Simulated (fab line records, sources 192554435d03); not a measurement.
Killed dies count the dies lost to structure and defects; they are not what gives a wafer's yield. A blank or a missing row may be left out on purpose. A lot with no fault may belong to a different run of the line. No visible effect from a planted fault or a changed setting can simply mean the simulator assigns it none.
One fault seen from 2 desks    flow n5_finfet    numbers are kept per desk, each desk with only its own; the story behind them comes last

## AT THE TOOL OWNER'S DESK: rie_metal-02
The tool's own readings at N5_GATE_CUT_ETCH_47 (etches SiO2 in Cl2/BCl3, target depth 10 nm): means of the sampled wafers that have a number, for each lot that ran on this tool. The brackets show how far a lot's mean lies from the usual mean; more than 4 standard deviations puts the lot out of limits, marked OUT.
Columns: A = drypump_motor_current_A at N5_GATE_CUT_ETCH_47, usual 5.5 A; B = he_backside_leak_sccm at N5_GATE_CUT_ETCH_47, usual 3.5 sccm; C = oes_product_au at N5_GATE_CUT_ETCH_47, usual 0.79 a.u.; D = throttle_valve_pct at N5_GATE_CUT_ETCH_47, usual 22.9 %
lot   first seen here  A    B    C     D
L581  day 4 09:40      5.4  3.3  0.82  22.4
L584  day 5 07:43      5.4  3.3  0.84  22.6
L588  day 6 13:38      5.4  3.6  0.81  22.4
L593  day 7 13:38      5.3  3.5  0.82  22.6
This desk found nothing out of limits on any of the 4 lots.

## THE METROLOGY DESK
Means of the sampled wafers that have a number, per lot and without regard to the tool the lot ran on: this is what the gauges read. The brackets show how far a lot's mean lies from the usual mean; more than 4 standard deviations puts the lot out of limits, marked OUT.
Columns: A = TV_OVL at N5_PASSIVATION_OVL_MEAS_60, usual -3 nm
lot   first seen here  A
L581  day 11 06:43     -1
L582  day 12 03:13     -9
L584  day 12 06:48     1
L583  day 12 07:16     -7
L588  day 13 13:26     -3
L593  day 15 08:46     -4
L596  day 15 10:14     -3
L595  day 15 14:44     -6
L598  day 16 01:56     -3
L601  day 16 08:19     -3
L603  day 16 23:42     -4
L604  day 17 17:19     -9
This desk found nothing out of limits on any of the 12 lots.

## PUT TOGETHER
The desk of the tool owner found nothing out of limits.
The metrology desk saw nothing out of limits.

## WHAT THE SIMULATOR HAD INSERTED
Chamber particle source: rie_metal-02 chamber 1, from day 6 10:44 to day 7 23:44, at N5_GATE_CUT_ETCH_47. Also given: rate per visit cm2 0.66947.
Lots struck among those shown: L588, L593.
